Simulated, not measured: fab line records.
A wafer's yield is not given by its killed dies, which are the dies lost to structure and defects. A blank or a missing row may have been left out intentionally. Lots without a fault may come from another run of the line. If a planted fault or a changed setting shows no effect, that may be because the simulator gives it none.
Matching of chambers || flow n5Finfet || rieDiel-06 running N5_BEOL_M5_ETCH_62: 4 sister chambers
The step etches SOC in N2/H2, target depth 75 nm, overetch 15 nm, time 112.5 s. 14 wafers are shown with their chamber, then 7 later ones without.

## EACH WAFER AND ITS CHAMBER
{"wafer": "L075.1", "chamber": 1, "drypumpMotorCurrentA (A)": 5.1, "throttleValvePct (%)": 17.70, "oesProductAu (a.u.)": 0.58}
{"wafer": "L075.3", "chamber": 0, "drypumpMotorCurrentA (A)": 6.2, "throttleValvePct (%)": 17.91, "oesProductAu (a.u.)": 0.61}
{"wafer": "L075.5", "chamber": 3, "drypumpMotorCurrentA (A)": 5.7, "throttleValvePct (%)": 17.65, "oesProductAu (a.u.)": 0.63}
{"wafer": "L074.2", "chamber": 2, "drypumpMotorCurrentA (A)": 5.0, "throttleValvePct (%)": 17.40, "oesProductAu (a.u.)": 0.72}
{"wafer": "L074.3", "chamber": 3, "drypumpMotorCurrentA (A)": 5.8, "throttleValvePct (%)": 17.65, "oesProductAu (a.u.)": 0.63}
{"wafer": "L074.6", "chamber": 0, "drypumpMotorCurrentA (A)": 6.2, "throttleValvePct (%)": 17.93, "oesProductAu (a.u.)": 0.60}
{"wafer": "L080.1", "chamber": 0, "drypumpMotorCurrentA (A)": 6.2, "throttleValvePct (%)": 17.93, "oesProductAu (a.u.)": 0.60}
{"wafer": "L080.4", "chamber": 2, "drypumpMotorCurrentA (A)": 5.0, "throttleValvePct (%)": 17.41, "oesProductAu (a.u.)": 0.70}
{"wafer": "L080.5", "chamber": 3, "drypumpMotorCurrentA (A)": 5.7, "throttleValvePct (%)": 17.65, "oesProductAu (a.u.)": 0.62}
{"wafer": "L081.3", "chamber": 3, "drypumpMotorCurrentA (A)": 5.7, "throttleValvePct (%)": 17.68, "oesProductAu (a.u.)": 0.62}
{"wafer": "L081.4", "chamber": 1, "drypumpMotorCurrentA (A)": 5.1, "throttleValvePct (%)": 17.74, "oesProductAu (a.u.)": 0.57}
{"wafer": "L081.6", "chamber": 3, "drypumpMotorCurrentA (A)": 5.7, "throttleValvePct (%)": 17.68, "oesProductAu (a.u.)": 0.63}
{"wafer": "L083.1", "chamber": 0, "drypumpMotorCurrentA (A)": 6.2, "throttleValvePct (%)": 17.92, "oesProductAu (a.u.)": 0.60}
{"wafer": "L083.3", "chamber": 2, "drypumpMotorCurrentA (A)": 5.0, "throttleValvePct (%)": 17.43, "oesProductAu (a.u.)": 0.70}

SIGNATURES, as means of the wafers listed above
{"reading": "drypumpMotorCurrentA", "chamber 0": 6.200, "chamber 1": 5.100, "chamber 2": 5.000, "chamber 3": 5.720, "scatter within a chamber": 0.0283}
{"reading": "throttleValvePct", "chamber 0": 17.9225, "chamber 1": 17.7200, "chamber 2": 17.4133, "chamber 3": 17.6620, "scatter within a chamber": 0.0162}
{"reading": "oesProductAu", "chamber 0": 0.6025, "chamber 1": 0.5750, "chamber 2": 0.7067, "chamber 3": 0.6260, "scatter within a chamber": 0.00715}
Rule: a wafer lies at a distance from a chamber equal to the root of the sum of squares, over the readings, of (its reading less the chamber's mean, divided by the reading's scatter). If the next closest chamber is less than 2 further off than the closest, the wafer can't be placed; otherwise it belongs to the closest. The scatter is the square root of a quotient: the sum, over the shown wafers, of each reading's squared deviation from its chamber's mean, divided by wafers minus chambers.

## WAFERS WITHOUT THEIR CHAMBER
{"wafer": "L083.5", "drypumpMotorCurrentA (A)": 5.0, "throttleValvePct (%)": 17.41, "oesProductAu (a.u.)": 0.69}
{"wafer": "L086.1", "drypumpMotorCurrentA (A)": 6.2, "throttleValvePct (%)": 17.96, "oesProductAu (a.u.)": 0.60}
{"wafer": "L086.3", "drypumpMotorCurrentA (A)": 5.1, "throttleValvePct (%)": 17.75, "oesProductAu (a.u.)": 0.56}
{"wafer": "L086.4", "drypumpMotorCurrentA (A)": 5.8, "throttleValvePct (%)": 17.67, "oesProductAu (a.u.)": 0.61}
{"wafer": "L089.2", "drypumpMotorCurrentA (A)": 6.2, "throttleValvePct (%)": 17.97, "oesProductAu (a.u.)": 0.58}
{"wafer": "L089.4", "drypumpMotorCurrentA (A)": 5.1, "throttleValvePct (%)": 17.77, "oesProductAu (a.u.)": 0.56}
{"wafer": "L089.5", "drypumpMotorCurrentA (A)": 5.7, "throttleValvePct (%)": 17.71, "oesProductAu (a.u.)": 0.61}

## EACH ONE'S CHAMBER
{"wafer": "L083.5", "from the rows above": 2, "in truth": 2}
{"wafer": "L086.1", "from the rows above": 0, "in truth": 0}
{"wafer": "L086.3", "from the rows above": 1, "in truth": 1}
{"wafer": "L086.4", "from the rows above": 3, "in truth": 3}
{"wafer": "L089.2", "from the rows above": 0, "in truth": 0}
{"wafer": "L089.4", "from the rows above": 1, "in truth": 1}
{"wafer": "L089.5", "from the rows above": 3, "in truth": 3}
Placed correctly: 7 of 7. Can't be placed from these rows: 0. Placed wrongly: 0.
